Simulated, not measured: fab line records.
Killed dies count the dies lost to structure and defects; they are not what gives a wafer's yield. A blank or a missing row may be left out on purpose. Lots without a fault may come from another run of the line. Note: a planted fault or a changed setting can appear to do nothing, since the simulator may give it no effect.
Struck lot and sound lot, side by side | flow n5 finfet | 14 steps out of a route of 1938
Sound: these wafers, L632.1, L632.4, L632.5. Struck: wafer L653.5 (left out: L653.2, L653.4 of the same lot, which were not struck); the cause appears at the end.
Order at every step that has rows: each side's tool, ch and its chambers, its first start. Under that, the readings that differ: sound wafers | struck wafers | difference of the means | sigmas: that difference in standard deviations of wafers without a fault.
alike: readings with means less than 2 such deviations apart, plus words and numbers identical on both sides. not compared: withheld readings, readings lacking a value on some wafer, bounds such as >300 that could conceal the same value, and numbers that have no deviation in the record and whose values overlap.
Wherever a step has rows on one side only, a row that says differs or no value, or a row with sigmas, the two part there. When numbers do not overlap yet have no deviation, they are printed without sigmas and do not part them. Lack of a reading on every wafer of one side parts them only where that side has two or more wafers.

first, 4 steps without rows for these wafers: N5_BEOL_M11_SOFTBAKE_06 (time 60 s); N5_BEOL_M11_EXPOSE_08 (exposes mask M11); N5_BEOL_M11_PEB_09 (peb time 60 s); N5_BEOL_M11_DEVELOP_10 (develop time 30 s).
N5_BEOL_M11_CD_MEAS_11 targets a cd of 64.1 nm.
  sound on cd sem-01 ch 0, day 10 11:01; struck on cd sem-02 ch 0, day 16 03:00
  alike: cd nm
N5_BEOL_M11_OVL_MEAS_12:
  sound on overlay-02 ch 0, day 10 11:04; struck on overlay-01 ch 0, day 16 03:02
  reading      | sound       | struck | difference | sigmas
  M11_OVL (nm) | 2.0 0.6 0.2 | -1.2   | -2.1       | -2
N5_BEOL_M11_INSPECT_13: inspects for defects (brightfield).
  sound: defect inspect-02 at day 10 11:05; struck: defect inspect-02 at day 16 03:03
  reading          | sound       | struck | difference | sigmas
  raw defect count | 473 352 362 | 658    | +262       | +3
N5_BEOL_M11_DESCUM_16: chemistry O2, time 7.9 s.
  sound on rie diel-06 ch 2,3, day 10 11:23; struck on rie diel-01 ch 2, day 16 03:05
  alike: drypump motor current A, oes product au, rf vpp V, showerhead plenum p Torr, throttle valve pct
  not compared: rf hours counter h
N5_BEOL_M11_ETCH_61: etches SiARC in CF4, target depth 39 nm, time 65 s.
  sound on rie diel-06 ch 2,3, day 10 11:25; struck on rie diel-01 ch 2, day 16 03:07
  alike: drypump motor current A, etch rf on time s, oes product au, rf vpp V, showerhead plenum p Torr, throttle valve pct
  not compared: rf hours counter h
N5_BEOL_M11_ETCH_62: etches SOC in N2/H2, target depth 110 nm, overetch 22 nm, time 165 s.
  sound on rie diel-06 ch 2,3, day 10 11:28; struck on rie diel-01 ch 2, day 16 03:10
  alike: drypump motor current A, oes product au, rf vpp V, showerhead plenum p Torr, throttle valve pct
  not compared: rf hours counter h
then, 1 step without rows for these wafers: N5_BEOL_M11_STRIP_68 (strips in N2/H2).
N5_BEOL_M11_STRIP_67: strips in CF4.
  sound on rie diel-06 ch 2,3, day 10 11:37; struck on rie diel-01 ch 2, day 16 03:19
  alike: drypump motor current A, oes product au, rf vpp V, showerhead plenum p Torr, throttle valve pct
  not compared: rf hours counter h
N5_BEOL_M11_HM_OPEN_17: chemistry Cl2/BCl3, target TiN, target depth 20 nm, overetch 6 nm.
  sound on rie metal-03 ch 1, day 10 11:40; struck on rie metal-03 ch 0, day 16 03:22
  reading                                   | sound        | struck | difference | sigmas
  model.SOC_of_BEOL_M11_COAT_59.thk nm (nm) | 92.8 93 92.6 | 87.6   | -5.2       |
  alike: drypump motor current A, oes product au, throttle valve pct
  not compared: rf hours counter h
N5_BEOL_M11_STRIP_19: strips in O2.
  sound on rie diel-03 ch 0,3, day 10 11:55; struck on rie diel-06 ch 1, day 16 03:28
  alike: drypump motor current A, oes product au, rf vpp V, showerhead plenum p Torr, throttle valve pct
  not compared: rf hours counter h

== WHERE THEY PART ==
First at N5_BEOL_M11_OVL_MEAS_12; last, within this record, at N5_BEOL_M11_INSPECT_13. Later steps at which nothing parts them and some readings are alike: N5_BEOL_M11_DESCUM_16, N5_BEOL_M11_ETCH_61, N5_BEOL_M11_ETCH_62, N5_BEOL_M11_STRIP_67, N5_BEOL_M11_HM_OPEN_17, N5_BEOL_M11_STRIP_19.

WHY: what had been put in by the simulator
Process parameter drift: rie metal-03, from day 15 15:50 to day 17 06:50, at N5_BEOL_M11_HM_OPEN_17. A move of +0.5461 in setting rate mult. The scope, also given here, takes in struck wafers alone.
